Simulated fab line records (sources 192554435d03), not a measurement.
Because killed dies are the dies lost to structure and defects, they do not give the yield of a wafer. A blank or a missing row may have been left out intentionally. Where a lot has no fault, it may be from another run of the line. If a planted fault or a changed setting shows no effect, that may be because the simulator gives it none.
Matching of chambers || flow n5Finfet || N5_FIN_CUT_DESCUM_13 on rieDiel-06: 4 sister chambers
The step chemistry O2, time 7 s. 16 wafers are shown with their chamber, then 8 later ones without.

EACH WAFER AND ITS CHAMBER
{"wafer": "L077.3", "chamber": 3, "throttleValvePct (%)": 20.20, "oesProductAu (a.u.)": 0.99, "rfVppV (V)": 245.9}
{"wafer": "L077.4", "chamber": 0, "throttleValvePct (%)": 20.08, "oesProductAu (a.u.)": 0.89, "rfVppV (V)": 242.3}
{"wafer": "L077.6", "chamber": 0, "throttleValvePct (%)": 20.11, "oesProductAu (a.u.)": 0.89, "rfVppV (V)": 242.2}
{"wafer": "L079.1", "chamber": 1, "throttleValvePct (%)": 20.56, "oesProductAu (a.u.)": 0.80, "rfVppV (V)": 243.7}
{"wafer": "L079.4", "chamber": 0, "throttleValvePct (%)": 20.12, "oesProductAu (a.u.)": 0.87, "rfVppV (V)": 240.9}
{"wafer": "L079.6", "chamber": 2, "throttleValvePct (%)": 20.44, "oesProductAu (a.u.)": 0.72, "rfVppV (V)": 243.3}
{"wafer": "L081.3", "chamber": 2, "throttleValvePct (%)": 20.44, "oesProductAu (a.u.)": 0.72, "rfVppV (V)": 243.7}
{"wafer": "L081.5", "chamber": 0, "throttleValvePct (%)": 20.11, "oesProductAu (a.u.)": 0.88, "rfVppV (V)": 242.3}
{"wafer": "L081.6", "chamber": 1, "throttleValvePct (%)": 20.55, "oesProductAu (a.u.)": 0.78, "rfVppV (V)": 242.6}
{"wafer": "L082.2", "chamber": 0, "throttleValvePct (%)": 20.13, "oesProductAu (a.u.)": 0.87, "rfVppV (V)": 241.9}
{"wafer": "L082.4", "chamber": 3, "throttleValvePct (%)": 20.19, "oesProductAu (a.u.)": 0.94, "rfVppV (V)": 244.1}
{"wafer": "L082.5", "chamber": 1, "throttleValvePct (%)": 20.55, "oesProductAu (a.u.)": 0.78, "rfVppV (V)": 242.7}
{"wafer": "L083.1", "chamber": 0, "throttleValvePct (%)": 20.12, "oesProductAu (a.u.)": 0.87, "rfVppV (V)": 242.7}
{"wafer": "L083.4", "chamber": 1, "throttleValvePct (%)": 20.56, "oesProductAu (a.u.)": 0.79, "rfVppV (V)": 244.3}
{"wafer": "L083.6", "chamber": 1, "throttleValvePct (%)": 20.56, "oesProductAu (a.u.)": 0.79, "rfVppV (V)": 243.5}
{"wafer": "L089.1", "chamber": 1, "throttleValvePct (%)": 20.56, "oesProductAu (a.u.)": 0.77, "rfVppV (V)": 241.9}

SIGNATURES, as means of the wafers listed above
{"reading": "throttleValvePct", "chamber 0": 20.1117, "chamber 1": 20.5567, "chamber 2": 20.4400, "chamber 3": 20.1950, "scatter within a chamber": 0.0118}
{"reading": "oesProductAu", "chamber 0": 0.8783, "chamber 1": 0.7850, "chamber 2": 0.7200, "chamber 3": 0.9650, "scatter within a chamber": 0.0138}
{"reading": "rfVppV", "chamber 0": 242.050, "chamber 1": 243.117, "chamber 2": 243.500, "chamber 3": 245.000, "scatter within a chamber": 0.787}
Rule: a wafer's distance from a chamber is the root of the sum, over the readings, of the square of ((its reading less the chamber's mean) divided by the reading's scatter). The wafer belongs to the nearest chamber; if the next one is less than 2 further off, it can't be placed. The scatter is the square root of a quotient: the sum, over the shown wafers, of each reading's squared deviation from its chamber's mean, divided by wafers minus chambers.

WAFERS WITH NO CHAMBER GIVEN
{"wafer": "L089.5", "throttleValvePct (%)": 20.15, "oesProductAu (a.u.)": 0.86, "rfVppV (V)": 242.9}
{"wafer": "L089.6", "throttleValvePct (%)": 20.57, "oesProductAu (a.u.)": 0.78, "rfVppV (V)": 243.8}
{"wafer": "L095.2", "throttleValvePct (%)": 20.59, "oesProductAu (a.u.)": 0.76, "rfVppV (V)": 244.3}
{"wafer": "L095.5", "throttleValvePct (%)": 20.46, "oesProductAu (a.u.)": 0.70, "rfVppV (V)": 243.4}
{"wafer": "L095.6", "throttleValvePct (%)": 20.24, "oesProductAu (a.u.)": 0.91, "rfVppV (V)": 243.4}
{"wafer": "L096.3", "throttleValvePct (%)": 20.47, "oesProductAu (a.u.)": 0.70, "rfVppV (V)": 243.0}
{"wafer": "L096.5", "throttleValvePct (%)": 20.46, "oesProductAu (a.u.)": 0.69, "rfVppV (V)": 242.2}
{"wafer": "L096.6", "throttleValvePct (%)": 20.59, "oesProductAu (a.u.)": 0.76, "rfVppV (V)": 242.3}

WHICH CHAMBER EACH WENT THROUGH
{"wafer": "L089.5", "from the rows above": 0, "in truth": 0}
{"wafer": "L089.6", "from the rows above": 1, "in truth": 1}
{"wafer": "L095.2", "from the rows above": 1, "in truth": 1}
{"wafer": "L095.5", "from the rows above": 2, "in truth": 2}
{"wafer": "L095.6", "from the rows above": 3, "in truth": 3}
{"wafer": "L096.3", "from the rows above": 2, "in truth": 2}
{"wafer": "L096.5", "from the rows above": 2, "in truth": 2}
{"wafer": "L096.6", "from the rows above": 1, "in truth": 1}
Correctly placed: 8 of 8. Number that these rows cannot place: 0. 0 placed wrongly.
